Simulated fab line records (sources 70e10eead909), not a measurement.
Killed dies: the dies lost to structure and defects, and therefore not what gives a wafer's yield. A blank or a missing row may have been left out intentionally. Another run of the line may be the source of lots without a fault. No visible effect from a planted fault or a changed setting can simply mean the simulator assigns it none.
Matching of chambers -- flow nand_harc -- cmp-03 running NHARC_A_CHANNEL_FILL_D1_CMP_10: 4 sister chambers
The step polishes, target thk 150 nm. 14 wafers are shown with their chamber, then 7 later ones without.

## WAFERS PAIRED WITH THEIR CHAMBERS
wafer,chamber,motor_current_A (A),time_to_endpoint_s (s),retaining_ring_pressure_frac
L110.1,0,12.2,13.2,0.999
L110.2,3,12.6,14.5,0.992
L110.4,2,14.4,16.7,1.003
L112.1,0,11.5,13.1,1.007
L112.2,3,12.3,16.1,0.999
L112.4,1,12.6,10.8,1.000
L113.1,2,13.8,17.8,1.004
L113.2,0,11.4,13.1,0.999
L113.4,3,11.9,17.7,1.001
L122.1,0,11.9,16.3,0.999
L122.3,2,14.1,17.0,1.010
L122.4,3,12.7,18.7,0.999
L130.1,2,14.1,16.0,0.999
L130.3,0,11.8,15.2,1.002

SIGNATURES (means of the wafers above)
reading,chamber 0,chamber 1,chamber 2,chamber 3,scatter within a chamber
motor_current_A,11.760,12.600,14.100,12.375,0.313
time_to_endpoint_s,14.180,10.800,16.875,16.750,1.44
retaining_ring_pressure_frac,1.00120,1.00000,1.00400,0.99775,0.00397
Rule: distance of a wafer from a chamber = root of the sum over the readings of ((wafer's reading minus chamber's mean) / reading's scatter) squared. The wafer belongs to the nearest chamber; if the next one is less than 2 further off, it can't be placed. The scatter: take each reading less its chamber's mean, square it, sum over the shown wafers, divide by the number of wafers less the number of chambers, and take the root.

## WAFERS WITH NO CHAMBER GIVEN
wafer,motor_current_A (A),time_to_endpoint_s (s),retaining_ring_pressure_frac
L130.4,13.0,16.3,1.000
L132.2,12.1,13.1,0.999
L132.4,13.8,17.2,0.998
L132.6,11.8,13.5,0.998
L133.1,12.0,13.2,1.000
L133.3,12.4,12.6,0.999
L133.5,11.6,12.1,0.999

## THE CHAMBER EACH PASSED THROUGH
wafer,from the rows above,in truth
L130.4,can't be placed: 3 or 2 or 1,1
L132.2,can't be placed: 0 or 1 or 3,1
L132.4,2,2
L132.6,can't be placed: 0 or 3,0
L133.1,can't be placed: 0 or 1 or 3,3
L133.3,can't be placed: 1 or 0 or 3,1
L133.5,can't be placed: 0 or 1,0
Correctly placed: 1 of 7. Can't be placed from these rows: 6 (the true chamber is among the candidates in 6). Placed wrongly: 0.
